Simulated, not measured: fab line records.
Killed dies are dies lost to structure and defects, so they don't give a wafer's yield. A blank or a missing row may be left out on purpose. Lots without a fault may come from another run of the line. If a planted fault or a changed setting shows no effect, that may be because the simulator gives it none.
Which tool did it? | flow nandHarc | 24 lots with 72 wafers sampled at 6 steps, on a route of 1302 steps

WHAT THE GAUGES READ, wafer by wafer
Not one reading of a measure or inspect step in the record can be checked against a usual standard deviation.

WHAT TOOL EACH LOT RAN ON (gives the tool, then ch and the chambers of the sampled wafers, and finally the start)
lot  | NHARC_A_WL_FILL_ALD_10          | NHARC_A_CONTACT_DEP_29          | NHARC_A_CONTACT_ETCH_51                      | NHARC_A_CONTACT_ETCH_111           | NHARC_A_CONTACT_ETCH_114           | NHARC_A_CONTACT_ETCH_116
L074 | aldHk-04 ch 1,2,3, day 20 04:04 | pecvd-01 ch 0,1,2, day 20 19:33 | rieDiel-12 ch 0,1,2, day 20 22:47 or earlier | harCapEtch-02 ch 0,1, day 20 22:47 | harCapEtch-02 ch 0,1, day 20 23:19 | harCapEtch-02 ch 0,1, day 20 23:39
L076 | aldHk-03 ch 2,3, day 20 23:14   | pecvd-02 ch 0,1,2, day 21 22:10 | rieDiel-12 ch 0,1,2, day 22 00:46 or earlier | harCapEtch-02 ch 0,1, day 22 00:46 | harCapEtch-02 ch 0,1, day 22 01:19 | harCapEtch-02 ch 0,1, day 22 01:40
L075 | aldHk-02 ch 0,3, day 20 23:45   | pecvd-04 ch 1,2, day 21 20:05   | rieDiel-12 ch 1,2,3, day 21 22:57 or earlier | harCapEtch-03 ch 0,1, day 21 22:57 | harCapEtch-03 ch 0,1, day 21 23:29 | harCapEtch-03 ch 0,1, day 21 23:50
L079 | aldHk-02 ch 0,2,3, day 22 10:10 | pecvd-02 ch 1,2, day 23 02:49   | rieDiel-12 ch 2,3, day 23 05:34 or earlier   | harCapEtch-01 ch 0,1, day 23 05:34 | harCapEtch-01 ch 0,1, day 23 06:06 | harCapEtch-01 ch 0,1, day 23 06:26
L077 | aldHk-03 ch 2,3, day 22 10:10   | pecvd-01 ch 0,2, day 23 03:31   | rieDiel-13 ch 0,1,2, day 23 06:07 or earlier | harCapEtch-02 ch 0,1, day 23 06:07 | harCapEtch-02 ch 0,1, day 23 06:40 | harCapEtch-02 ch 0,1, day 23 07:00
L078 | aldHk-04 ch 0,3, day 22 12:44   | pecvd-04 ch 0,1, day 23 04:22   | rieDiel-12 ch 0,2,3, day 23 07:07 or earlier | harCapEtch-03 ch 0, day 23 07:07   | harCapEtch-03 ch 0, day 23 07:38   | harCapEtch-03 ch 0, day 23 07:59
L080 | aldHk-04 ch 2,3, day 23 04:53   | pecvd-04 ch 0,1,2, day 23 20:40 | rieDiel-13 ch 0,3, day 23 23:23 or earlier   | harCapEtch-01 ch 0,1, day 23 23:23 | harCapEtch-01 ch 0,1, day 23 23:55 | harCapEtch-01 ch 0,1, day 24 00:15
L082 | aldHk-03 ch 1,2, day 23 19:27   | pecvd-01 ch 0,1,2, day 24 14:13 | rieDiel-13 ch 0,1,3, day 24 16:58 or earlier | harCapEtch-03 ch 0,1, day 24 16:58 | harCapEtch-03 ch 0,1, day 24 17:29 | harCapEtch-03 ch 0,1, day 24 17:50
L081 | aldHk-04 ch 0,1,2, day 23 23:55 | pecvd-04 ch 0,1,2, day 24 20:10 | rieDiel-13 ch 0,2,3, day 24 22:51 or earlier | harCapEtch-02 ch 0,1, day 24 22:51 | harCapEtch-02 ch 0,1, day 24 23:24 | harCapEtch-02 ch 0,1, day 24 23:44
L084 | aldHk-03 ch 1,2,3, day 24 18:20 | pecvd-04 ch 0,1,2, day 25 10:08 | rieDiel-13 ch 0,1,3, day 25 13:46 or earlier | harCapEtch-01 ch 1, day 25 13:46   | harCapEtch-01 ch 1, day 25 14:17   | harCapEtch-01 ch 1, day 25 14:38
L083 | aldHk-02 ch 1,2, day 24 19:27   | pecvd-04 ch 0,1,2, day 25 09:27 | rieDiel-13 ch 1,2, day 25 12:38 or earlier   | harCapEtch-02 ch 0,1, day 25 12:38 | harCapEtch-02 ch 0,1, day 25 13:10 | harCapEtch-02 ch 0,1, day 25 13:31
L085 | aldHk-04 ch 0,1,3, day 25 09:47 | pecvd-01 ch 1,2, day 26 01:50   | rieDiel-13 ch 0,1, day 26 04:36 or earlier   | harCapEtch-03 ch 0,1, day 26 04:36 | harCapEtch-03 ch 0,1, day 26 05:08 | harCapEtch-03 ch 0,1, day 26 05:29
L086 | aldHk-03 ch 0,1,2, day 25 13:45 | pecvd-01 ch 0,1,2, day 26 06:08 | rieDiel-02 ch 0,1,3, day 26 08:51 or earlier | harCapEtch-03 ch 0,1, day 26 08:51 | harCapEtch-03 ch 0,1, day 26 09:35 | harCapEtch-03 ch 0,1, day 26 10:02
L087 | aldHk-03 ch 0,1,3, day 26 00:59 | pecvd-02 ch 0,1,2, day 26 17:04 | rieDiel-02 ch 0,2,3, day 26 19:48 or earlier | harCapEtch-01 ch 0,1, day 26 19:48 | harCapEtch-01 ch 0,1, day 26 20:20 | harCapEtch-01 ch 0,1, day 26 20:41
L088 | aldHk-04 ch 0,1,2, day 26 01:27 | pecvd-01 ch 0,1,2, day 26 18:18 | rieDiel-13 ch 1,2,3, day 26 21:02 or earlier | harCapEtch-03 ch 0,1, day 26 21:02 | harCapEtch-03 ch 0,1, day 26 21:35 | harCapEtch-03 ch 0,1, day 26 21:56
L089 | aldHk-03 ch 0,2, day 26 18:37   | pecvd-02 ch 1,2, day 27 13:10   | rieDiel-12 ch 0,1, day 27 16:00 or earlier   | harCapEtch-01 ch 0,1, day 27 16:00 | harCapEtch-01 ch 0,1, day 27 16:43 | harCapEtch-01 ch 0,1, day 27 17:10
L091 | aldHk-02 ch 0,3, day 26 21:08   | pecvd-01 ch 0,2, day 27 13:03   | rieDiel-13 ch 1,2,3, day 27 15:48 or earlier | harCapEtch-02 ch 0,1, day 27 15:48 | harCapEtch-02 ch 0,1, day 27 16:20 | harCapEtch-02 ch 0,1, day 27 16:41
L090 | aldHk-02 ch 0,1,3, day 27 06:14 | pecvd-04 ch 0,1,2, day 27 21:17 | rieDiel-13 ch 0,3, day 27 23:58 or earlier   | harCapEtch-03 ch 0,1, day 27 23:58 | harCapEtch-03 ch 0,1, day 28 00:29 | harCapEtch-03 ch 0,1, day 28 00:50
L092 | aldHk-02 ch 0,2, day 28 03:26   | pecvd-02 ch 1,2, day 28 20:46   | rieDiel-12 ch 0,3, day 28 23:32 or earlier   | harCapEtch-02 ch 0,1, day 28 23:32 | harCapEtch-02 ch 0,1, day 29 00:04 | harCapEtch-02 ch 0,1, day 29 00:25
L093 | aldHk-03 ch 0,1,2, day 28 04:28 | pecvd-02 ch 1,2, day 28 21:11   | rieDiel-13 ch 0,1,2, day 28 23:53 or earlier | harCapEtch-01 ch 0,1, day 28 23:53 | harCapEtch-01 ch 0,1, day 29 00:25 | harCapEtch-01 ch 0,1, day 29 00:46
L094 | aldHk-02 ch 0,2,3, day 28 12:43 | pecvd-02 ch 1,2, day 29 04:10   | rieDiel-12 ch 0,1,3, day 29 06:56 or earlier | harCapEtch-03 ch 0,1, day 29 06:56 | harCapEtch-03 ch 0,1, day 29 07:28 | harCapEtch-03 ch 0,1, day 29 07:49
L096 | aldHk-04 ch 0,2, day 29 05:55   | pecvd-02 ch 0,1, day 29 21:56   | rieDiel-13 ch 0,2, day 30 00:39 or earlier   | harCapEtch-03 ch 0, day 30 00:39   | harCapEtch-03 ch 0, day 30 01:11   | harCapEtch-03 ch 0, day 30 01:32
L095 | aldHk-03 ch 0,1,3, day 29 06:26 | pecvd-01 ch 0,1,2, day 29 22:01 | rieDiel-12 ch 1,2, day 30 00:44 or earlier   | harCapEtch-02 ch 0,1, day 30 00:44 | harCapEtch-02 ch 0,1, day 30 01:16 | harCapEtch-02 ch 0,1, day 30 01:37
L097 | aldHk-04 ch 0,1, day 30 00:08   | pecvd-04 ch 0,1, day 30 17:04   | rieDiel-13 ch 1,2,3, day 30 19:42 or earlier | harCapEtch-02 ch 0,1, day 30 19:42 | harCapEtch-02 ch 0,1, day 30 20:14 | harCapEtch-02 ch 0,1, day 30 20:35
- NHARC_A_WL_FILL_ALD_10: deposits SiO2, target thk 50 nm, pulse time 10 s, ald cycles 500.
- NHARC_A_CONTACT_DEP_29: deposits SiON, target thk 100 nm.
- NHARC_A_CONTACT_ETCH_51: etches the open film in O2/COS, target depth 7000 nm, time 1820 s.
- NHARC_A_CONTACT_ETCH_111: etches the open film in C4F8/O2/Ar, time 140 s, target depth 700 nm.
- NHARC_A_CONTACT_ETCH_114: etches the open film in C4F8/O2/Ar, time 190 s, target depth 1850 nm.
- NHARC_A_CONTACT_ETCH_116: etches the open film in C4F8/O2/Ar, time 190 s, target depth 1850 nm.

AS READ BY THE TOOLS THEMSELVES (means over the sampled wafers that have a number; for cases with no such wafer, the mark the record gives instead)
NHARC_A_WL_FILL_ALD_10.
lot  | tool     | heaterPowerW (W) | precursorPulseHeightRel
L074 | aldHk-04 | 437              | 1.002
L076 | aldHk-03 | 435              | 0.997
L075 | aldHk-02 | 505              | 1.008
L079 | aldHk-02 | 476              | 0.987
L077 | aldHk-03 | 415              | 0.996
L078 | aldHk-04 | 431              | 0.982
L080 | aldHk-04 | 440              | 0.992
L082 | aldHk-03 | 441              | 0.995
L081 | aldHk-04 | 470              | 1.014
L084 | aldHk-03 | 431              | 1.027
L083 | aldHk-02 | 477              | 1.004
L085 | aldHk-04 | 444              | 1.005
L086 | aldHk-03 | 445              | 0.986
L087 | aldHk-03 | 429              | 0.999
L088 | aldHk-04 | 471              | 0.996
L089 | aldHk-03 | 450              | 1.002
L091 | aldHk-02 | 510              | 1.006
L090 | aldHk-02 | 512              | 0.997
L092 | aldHk-02 | 431              | 1.017
L093 | aldHk-03 | 452              | 0.981
L094 | aldHk-02 | 467              | 1.011
L096 | aldHk-04 | 477              | 1.018
L095 | aldHk-03 | 431              | 1.006
L097 | aldHk-04 | 460              | 1.001

NHARC_A_CONTACT_DEP_29.
lot  | tool     | heaterPowerW (W)
L074 | pecvd-01 | 667
L076 | pecvd-02 | 813
L075 | pecvd-04 | 588
L079 | pecvd-02 | 852
L077 | pecvd-01 | 628
L078 | pecvd-04 | 683
L080 | pecvd-04 | 660
L082 | pecvd-01 | 717
L081 | pecvd-04 | 683
L084 | pecvd-04 | 679
L083 | pecvd-04 | 693
L085 | pecvd-01 | 736
L086 | pecvd-01 | 664
L087 | pecvd-02 | 900
L088 | pecvd-01 | 771
L089 | pecvd-02 | 915
L091 | pecvd-01 | 689
L090 | pecvd-04 | 657
L092 | pecvd-02 | 896
L093 | pecvd-02 | 897
L094 | pecvd-02 | 929
L096 | pecvd-02 | 873
L095 | pecvd-01 | 718
L097 | pecvd-04 | 710

NHARC_A_CONTACT_ETCH_51.
lot  | tool       | drypumpMotorCurrentA (A) | oesProductAu (a.u.) | rfVppV (V) | showerheadPlenumPTorr (Torr) | throttleValvePct (%)
L074 | rieDiel-12 | 5.7                      | 0.999               | 314.0      | 3.15                         | 28.336
L076 | rieDiel-12 | 5.7                      | 1.001               | 314.5      | 3.14                         | 28.334
L075 | rieDiel-12 | 5.6                      | 1.002               | 314.7      | 3.14                         | 28.327
L079 | rieDiel-12 | 5.7                      | 1.000               | 315.9      | 3.25                         | 28.340
L077 | rieDiel-13 | 5.9                      | 1.002               | 311.0      | 2.93                         | 28.334
L078 | rieDiel-12 | 5.6                      | 1.007               | 314.5      | 3.19                         | 28.321
L080 | rieDiel-13 | 5.2                      | 1.001               | 311.5      | 2.93                         | 28.334
L082 | rieDiel-13 | 5.6                      | 0.995               | 311.6      | 2.92                         | 28.337
L081 | rieDiel-13 | 5.6                      | 1.004               | 310.7      | 2.96                         | 28.333
L084 | rieDiel-13 | 5.6                      | 0.996               | 311.0      | 2.92                         | 28.325
L083 | rieDiel-13 | 6.3                      | 0.985               | 311.3      | 2.93                         | 28.329
L085 | rieDiel-13 | 5.8                      | 1.001               | 310.8      | 2.89                         | 28.329
L086 | rieDiel-02 | 5.8                      | 1.014               | 312.7      | 3.04                         | 28.324
L087 | rieDiel-02 | 5.7                      | 1.005               | 312.1      | 2.97                         | 28.329
L088 | rieDiel-13 | 6.0                      | 1.004               | 310.9      | 2.95                         | 28.336
L089 | rieDiel-12 | 5.6                      | 1.012               | 313.2      | 3.06                         | 28.324
L091 | rieDiel-13 | 6.0                      | 1.005               | 312.0      | 2.95                         | 28.325
L090 | rieDiel-13 | 5.2                      | 1.008               | 310.9      | 2.92                         | 28.324
L092 | rieDiel-12 | 5.4                      | 1.006               | 315.0      | 3.11                         | 28.323
L093 | rieDiel-13 | 5.9                      | 1.001               | 311.2      | 2.92                         | 28.324
L094 | rieDiel-12 | 5.4                      | 1.004               | 312.7      | 3.05                         | 28.331
L096 | rieDiel-13 | 5.9                      | 0.995               | 312.2      | 2.96                         | 28.330
L095 | rieDiel-12 | 5.8                      | 0.993               | 314.3      | 3.17                         | 28.328
L097 | rieDiel-13 | 6.1                      | 1.008               | 313.8      | 3.11                         | 28.332

THE ANSWER, worked out from the rows above alone
Rule: the lots themselves supply what counts as usual. The widest of any qualifying gaps counts: lots, ordered by their means at a reading, are off when they make up no more than a third of the lots, leave a main group of 4 or more, and stand apart from it by 3 or more times the standard deviation of that group's means. A main group whose means are all the same, to the digits that the tables above print for the reading, isn't used. Also off: a lot with no number at a reading for which 4 or more lots have one. Where the step has rows for the other lots, those lots are counted as sound. The gauges are gone through in route order, then the tools' own readings, and for those a lot's mean is taken as printed above. At the first step where some lot is off, the reading lying furthest off is the one used; lots without a number count as furthest.
No lot is off on any of the readings shown, so nothing can be concluded from this.

WHAT THE SIMULATOR PUT IN
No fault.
